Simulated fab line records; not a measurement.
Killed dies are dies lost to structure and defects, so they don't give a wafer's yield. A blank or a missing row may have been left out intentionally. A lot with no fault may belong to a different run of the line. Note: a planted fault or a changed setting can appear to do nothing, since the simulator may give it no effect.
Problem report in the 8D (eight disciplines) form, filled by code | flow n5-finfet | the parts of the form that need people (team, actions taken, sign-off) are left out

== 1. WHAT WENT WRONG ==
Wafers with no fault read 41 with a standard deviation of 17, whereas raw-defect-count at N5_HKMG_FIN_INSPECT_28 reads a mean of 764 on 1 wafer of 1 lot. Relative to the usual mean, that is a shift of +43 standard deviations.
The step: inspects for defects (darkfield).
Seen first at day 8 17:47 on defect-inspect-01, wafer L866.1. Wafers with a number at this step in the record: 27, from 9 lots. By rule, "out" or "out of limits" means more than 4 standard deviations away from the usual mean. The rest of the wafers with a number are treated as sound.

== 2. WHAT IT IS, AND WHAT IT ISN'T ==
question                    | is                | is not
which readings at this step | raw-defect-count  | -
which lots                  | L866              | L851, L852, L854, L858, L862, L869, L870, L871
which wafers of those lots  | L866.1            | L866.3, L866.5
read on which gauges        | defect-inspect-01 | defect-inspect-02
when                        | from day 8 17:47  | up to then (17 sound wafers); but 9 sound wafers of L869, L870, L871 came after

== 3. SUSPECTS, AND WHAT RULES EACH OUT ==
Counting: if a tool at a process step up to the reading ran every lot that is out, it stays a suspect. Sound lots after the first of them don't rule it out here, since some wafers of a struck lot are sound.
- the gauge at N5_HKMG_FIN_INSPECT_28 is ruled out. All the wafers that are out were read on defect-inspect-01, but those of them that N5_PASSIVATION_PROBE_49 has rows for are out there too, on other tools.
- plasma-asher-02 at N5_HKMG_FIN_STRIP_69 (strips in N2/H2, time 360 s): kept. It processed L866, the lot that is out, at day 8 16:10, and its most recent sound lot before then was L862 at day 7 16:50.
- cmp-02 at N5_HKMG_FIN_CMP_23 (polishes, stops on SiNx, t overpolish 10 s, target thk 46.326 nm): kept. It processed L866, the lot that is out, at day 8 17:05, and its most recent sound lot before then was L862 at day 7 17:44.
- cmp-02 at N5_HKMG_FIN_CMP_94 (polishes, stops on SiNx, t overpolish 4.7 s, target thk 43.299 nm): kept. It processed L866, the lot that is out, at day 8 17:34, and its most recent sound lot before then was L862 at day 7 18:13.
- At N5_HKMG_FIN_STRIP_69 on plasma-asher-02, chamber 0 took the sound wafers of the same lots and chamber 1 took the wafers that are out.
- cmp-02, N5_HKMG_FIN_CMP_23: wafers that are out in chamber 2, sound lot-mates in chambers 0, 3.
- cmp-02, N5_HKMG_FIN_CMP_94: wafers that are out in chamber 2, sound lot-mates in chambers 0, 3.
Left after counting: plasma-asher-02 at N5_HKMG_FIN_STRIP_69, cmp-02 at N5_HKMG_FIN_CMP_23, cmp-02 at N5_HKMG_FIN_CMP_94.

== 4. THE CAUSE (what the simulator had put in) ==
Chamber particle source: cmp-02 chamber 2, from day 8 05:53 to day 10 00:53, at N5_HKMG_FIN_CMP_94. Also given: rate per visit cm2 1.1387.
Of the 3 suspects that counting leaves, this tool is one.

== 5. THE EFFECT CHAIN, in route order ==
Each row: a reading where the mean over the struck wafers with a number is more than 3 standard deviations away from the usual. Scope: only readings with a usual standard deviation given in the record; hours: median across lots of the time from each lot's start at the first step in this table that gives one to its start at this step; sigmas: change in usual standard deviations.
hours | step                    | reading              | usual  | on struck wafers | change | sigmas
0     | N5_HKMG_FIN_INSPECT_28  | raw-defect-count     | 41     | 764              | +723   | +43
199   | N5_PASSIVATION_PROBE_49 | defect-limited-yield | 91.3 % | 48.8             | -42.5  | -33
199   | N5_PASSIVATION_PROBE_49 | killed-at-front-end  | 38     | 553              | +515   | +47
199   | N5_PASSIVATION_PROBE_49 | killed-dies          | 103    | 604              | +501   | +33
199   | N5_PASSIVATION_PROBE_49 | killed-on-rim        | 14     | 72               | +58    | +14
199   | N5_PASSIVATION_PROBE_49 | sort_bin_5_function  | 5.1 %  | 32.5             | +27.4  | +31
199   | N5_PASSIVATION_PROBE_49 | sort_bin_6_memory    | 3.3 %  | 15.1             | +11.8  | +18
199   | N5_PASSIVATION_PROBE_49 | sort-n-pass          | 1077   | 576              | -501   | -33
199   | N5_PASSIVATION_PROBE_49 | sort-yield-pct       | 91.3 % | 48.8             | -42.5  | -33
Its process steps:
- N5_PASSIVATION_PROBE_49
Later steps that measure or inspect, where all struck wafers having a row at the step show a number for every such reading and not one has moved that far: N5_BEOL_M4_RC_MEAS_101.

== 6. HOW IT WOULD HAVE BEEN CAUGHT EARLIER ==
Counted from the fault's start at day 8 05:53, it took 12 hours until the first out-of-limits reading at a measuring or inspecting step in this record, taken at day 8 17:47.
Tool readings at N5_HKMG_FIN_CMP_94 with a usual standard deviation given in the record: none out on any struck wafer, hence no alarm at a limit of 4 standard deviations on them.
By day 8 17:47, every lot that is out (1) had started N5_HKMG_FIN_CMP_94 on cmp-02. Had the tool been put on hold then, not one of them would have been saved.
